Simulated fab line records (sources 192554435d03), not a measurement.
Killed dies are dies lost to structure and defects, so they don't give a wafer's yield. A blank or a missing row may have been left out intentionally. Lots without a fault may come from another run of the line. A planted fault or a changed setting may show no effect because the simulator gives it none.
Which of the tools did it? -- flow n5Finfet -- 10 lots, 30 wafers sampled, at 5 steps of a route of 1938

## WHAT THE GAUGES SHOWED, per wafer
N5_BEOL_M4_RC_MEAS_101. Usual: CJ_N 4.36, standard deviation 0.093; DIBL_N 36.1 mV/V, standard deviation 1.6; DIBL_P 35.7 mV/V, standard deviation 1.8; IOFF_N 0.159 nA/um, standard deviation 0.027; IOFF_P 0.21 nA/um, standard deviation 0.03; ION_N 673 uA/um, standard deviation 10; ION_P 462 uA/um, standard deviation 7.4; REXT_N 74.7 ohm.um, standard deviation 1.6; SS_N 71.4 mV/dec, standard deviation 0.56; SS_P 73.2 mV/dec, standard deviation 0.61; VT_N 249.7 mV, standard deviation 3; VT_P -250 mV, standard deviation 3.1.
lot,measured,on,CJ_N,DIBL_N (mV/V),DIBL_P (mV/V),IOFF_N (nA/um),IOFF_P (nA/um),ION_N (uA/um),ION_P (uA/um),REXT_N (ohm.um),SS_N (mV/dec),SS_P (mV/dec),VT_N (mV),VT_P (mV),flag
L869,day 7 22:14,prober-01,4.43 4.47 4.41,33.2 34.0 32.9,33.2 35.0 32.9,0.118 0.134 0.122,0.19 0.22 0.19,664 661 661,460 466 459,72.5 72.0 72.3,70.7 71.5 71.3,72.6 73.1 72.2,253.6 251.4 250.9,-248 -249 -250,
L870,day 8 03:34,prober-01,4.39 4.40 4.44,37.4 34.4 35.2,38.9 35.6 35.5,0.206 0.145 0.154,0.25 0.19 0.19,692 676 664,463 462 451,78.7 78.5 78.2,72.8 71.5 71.9,74.3 73.1 72.6,244.1 248.1 248.0,-251 -254 -255,
L872,day 8 15:06,prober-02,4.51 4.40 4.50,33.5 35.2 37.1,30.8 33.0 34.6,0.133 0.156 0.187,0.20 0.23 0.26,683 686 677,480 476 471,72.6 73.7 73.0,70.9 70.7 72.3,72.1 72.6 73.4,249.5 249.5 245.7,-248 -246 -244,
L873,day 8 17:10,prober-02,4.41 4.40 4.42,37.9 36.6 39.2,37.4 35.8 38.7,0.156 0.136 0.189,0.19 0.18 0.24,664 662 678,448 451 458,74.5 75.9 75.2,71.6 71.7 72.0,73.6 73.1 73.8,252.5 253.1 248.9,-253 -254 -251,
L874,day 8 23:52,prober-02,4.43 4.40 4.35,36.4 37.0 36.4,34.9 35.9 35.9,0.162 0.170 0.167,0.20 0.22 0.23,671 678 676,463 467 469,71.8 71.9 72.2,71.4 71.6 71.2,72.7 73.7 73.8,250.1 246.8 247.0,-250 -248 -247,
L875,day 9 06:56,prober-02,4.48 4.47 4.49,36.3 36.4 36.9,36.8 36.8 38.2,0.176 0.164 0.171,0.18 0.18 0.22,673 676 683,447 449 455,76.7 75.4 75.5,72.0 72.0 72.6,73.6 73.6 73.5,248.2 250.7 250.2,-254 -252 -252,
L881,day 10 21:25,prober-01,4.41 4.39 4.42,38.7 37.7 36.6,37.3 36.7 34.5,0.185 0.170 0.151,0.24 0.22 0.19,683 676 654,466 463 450,73.6 72.1 74.8,71.8 71.8 71.3,73.4 74.3 73.6,248.5 249.2 253.6,-250 -248 -251,
L887,day 12 17:29,prober-01,4.46 3.61 3.62,35.4 36.0 36.6,35.2 38.5 38.7,0.131 0.144 0.149,0.18 0.23 0.23,675 640 646,462 463 466,76.3 83.2 82.7,70.7 70.7 71.1,72.7 74.0 74.1,249.4 250.7 252.1,-251 -249 -246,OFF
L889,day 13 17:08,prober-01,4.37 4.34 4.37,34.9 35.7 36.4,34.5 36.9 37.7,0.122 0.148 0.163,0.17 0.21 0.21,666 683 683,455 467 465,74.3 75.5 73.7,71.1 70.8 71.6,73.3 73.6 73.8,253.6 250.6 250.1,-252 -250 -251,
L891,day 15 05:43,prober-01,4.20 4.24 4.23,35.2 34.7 36.7,34.8 33.7 36.9,0.156 0.139 0.201,0.22 0.20 0.26,662 670 694,460 468 482,75.8 74.5 73.6,71.1 70.9 71.0,73.1 72.1 73.1,247.2 251.6 243.3,-244 -245 -242,

## WHAT TOOL EACH LOT RAN ON (gives the tool, then ch and the chambers of the sampled wafers, and finally the start)
lot,N5_SD_EPI_N_SD_RECESS_17,N5_BEOL_M4_SPUTTER_88,N5_BEOL_M4_SPUTTER_96,N5_BEOL_M4_PRE_CLEAN_60
L869,"rieSi-03 ch 0,3, day 3 03:21","pvdSputter-03, day 7 20:13","pvdSputter-03, day 7 21:05","cvdCo-02 ch 0,1,2, day 7 21:58"
L870,"rieSi-05 ch 0,1,2, day 3 09:12","pvdSputter-03, day 8 01:25","pvdSputter-03, day 8 02:17","cvdCo-01 ch 0,1,2, day 8 03:08"
L872,"rieSi-02 ch 1,2, day 3 19:51","pvdSputter-03, day 8 13:08","pvdSputter-03, day 8 14:01","cvdCo-01 ch 0,1, day 8 14:50"
L873,"rieSi-02 ch 0,1,3, day 4 02:20","pvdSputter-03, day 8 15:11","pvdSputter-03, day 8 16:04","cvdCo-01 ch 0,1,2, day 8 16:53"
L874,"rieSi-02 ch 1,2,3, day 4 06:20","pvdSputter-02, day 8 21:53","pvdSputter-02, day 8 22:46","cvdCo-01 ch 1,2, day 8 23:36"
L875,"rieSi-02 ch 0,1,3, day 4 13:51","pvdSputter-01, day 9 04:47","pvdSputter-01, day 9 05:40","cvdCo-01 ch 0,2, day 9 06:30"
L881,"rieSi-02 ch 0,2,3, day 6 00:50","pvdSputter-02, day 10 19:21","pvdSputter-02, day 10 20:14","cvdCo-02 ch 0,1,2, day 10 21:08"
L887,"rieSi-02 ch 1,2, day 7 13:56","pvdSputter-02, day 12 14:53","pvdSputter-02, day 12 15:46","cvdCo-02 ch 0,1,2, day 12 17:03"
L889,"rieSi-05 ch 0,1,3, day 8 07:42","pvdSputter-03, day 13 14:38","pvdSputter-03, day 13 15:31","cvdCo-01 ch 1,2, day 13 16:22"
L891,"rieSi-03 ch 0,2,3, day 8 21:44","pvdSputter-02, day 15 03:40","pvdSputter-02, day 15 04:33","cvdCo-02 ch 0,2, day 15 05:22"
- N5_SD_EPI_N_SD_RECESS_17: chemistry HBr/Cl2/O2, target depth 41 nm, time 23.7 s, bt time 3 s.
- N5_BEOL_M4_SPUTTER_88: material Cu, target thk 4.5 nm, time 8.29 s.
- N5_BEOL_M4_SPUTTER_96: material Cu, target thk 4.5 nm, time 8.29 s.
- N5_BEOL_M4_PRE_CLEAN_60: time 15 s.

## WHAT THE TOOLS THEMSELVES READ (means of the sampled wafers that have a number; where no wafer has one, the mark that the record gives instead)
N5_SD_EPI_N_SD_RECESS_17. Usual: drypumpMotorCurrentA 5.5 A, standard deviation 0.45; oesProductAu 1.007 a.u., standard deviation 0.014; throttleValvePct 37.27 %, standard deviation 0.28.
lot,tool,drypumpMotorCurrentA (A),oesProductAu (a.u.),throttleValvePct (%),flag
L869,rieSi-03,5.5,0.985,37.67,
L870,rieSi-05,5.4,1.006,37.36,
L872,rieSi-02,5.7,1.020,37.12,
L873,rieSi-02,5.2,1.005,37.28,
L874,rieSi-02,5.6,1.009,37.27,
L875,rieSi-02,5.3,1.012,37.29,
L881,rieSi-02,5.3,1.015,37.28,
L887,rieSi-02,5.7,1.017,37.12,
L889,rieSi-05,5.3,1.007,37.25,
L891,rieSi-03,5.7,0.986,37.54,

N5_BEOL_M4_SPUTTER_88. Usual: 29.5 % for throttleValvePct, sd 1.2.
lot,tool,throttleValvePct (%),flag
L869,pvdSputter-03,29.2,
L870,pvdSputter-03,29.2,
L872,pvdSputter-03,28.2,
L873,pvdSputter-03,28.2,
L874,pvdSputter-02,29.8,
L875,pvdSputter-01,30.1,
L881,pvdSputter-02,30.0,
L887,pvdSputter-02,30.5,
L889,pvdSputter-03,29.2,
L891,pvdSputter-02,30.4,

N5_BEOL_M4_SPUTTER_96. Usual: 29.5 % for throttleValvePct, sd 1.2.
lot,tool,throttleValvePct (%),flag
L869,pvdSputter-03,29.1,
L870,pvdSputter-03,29.4,
L872,pvdSputter-03,28.1,
L873,pvdSputter-03,28.2,
L874,pvdSputter-02,29.8,
L875,pvdSputter-01,30.1,
L881,pvdSputter-02,30.2,
L887,pvdSputter-02,30.3,
L889,pvdSputter-03,29.4,
L891,pvdSputter-02,30.5,

N5_BEOL_M4_PRE_CLEAN_60. Usual: 88 W for heaterPowerW, sd 11.
lot,tool,heaterPowerW (W),flag
L869,cvdCo-02,84,
L870,cvdCo-01,91,
L872,cvdCo-01,89,
L873,cvdCo-01,92,
L874,cvdCo-01,95,
L875,cvdCo-01,92,
L881,cvdCo-02,84,
L887,cvdCo-02,85,
L889,cvdCo-01,97,
L891,cvdCo-02,75,

## THE ANSWER, worked out from the rows above alone
Rule: take the mean of a lot's wafers that have a number; if it is more than 3 standard deviations from the usual mean, the lot is off. A lot without any number at a reading at which 4 lots or more have one is off too. Where the step has rows for the other lots, those lots are counted as sound. After the gauges, taken in route order, come the tools' own readings; for these a lot's mean is taken, as printed above. The first step at which some lot is off is used, and at that step the reading that is off furthest; a lot without a number counts as furthest.
Off: L887, at N5_BEOL_M4_RC_MEAS_101 (CJ_N).
A tool fits if, at a process step before that reading, it ran every lot that is off, and no sound lot after the first of them. Gauges at N5_BEOL_M4_RC_MEAS_101: tried the same way as those tools. One fits: rieSi-02 at N5_SD_EPI_N_SD_RECESS_17. Its last sound lot is L881 (day 6 00:50), its first lot that is off L887 (day 7 13:56): a fault that began between those two fits.

## WHAT HAD BEEN PUT IN BY THE SIMULATOR
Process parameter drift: rieSi-02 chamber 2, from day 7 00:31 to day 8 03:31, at N5_SD_EPI_N_SD_RECESS_17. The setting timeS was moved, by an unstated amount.
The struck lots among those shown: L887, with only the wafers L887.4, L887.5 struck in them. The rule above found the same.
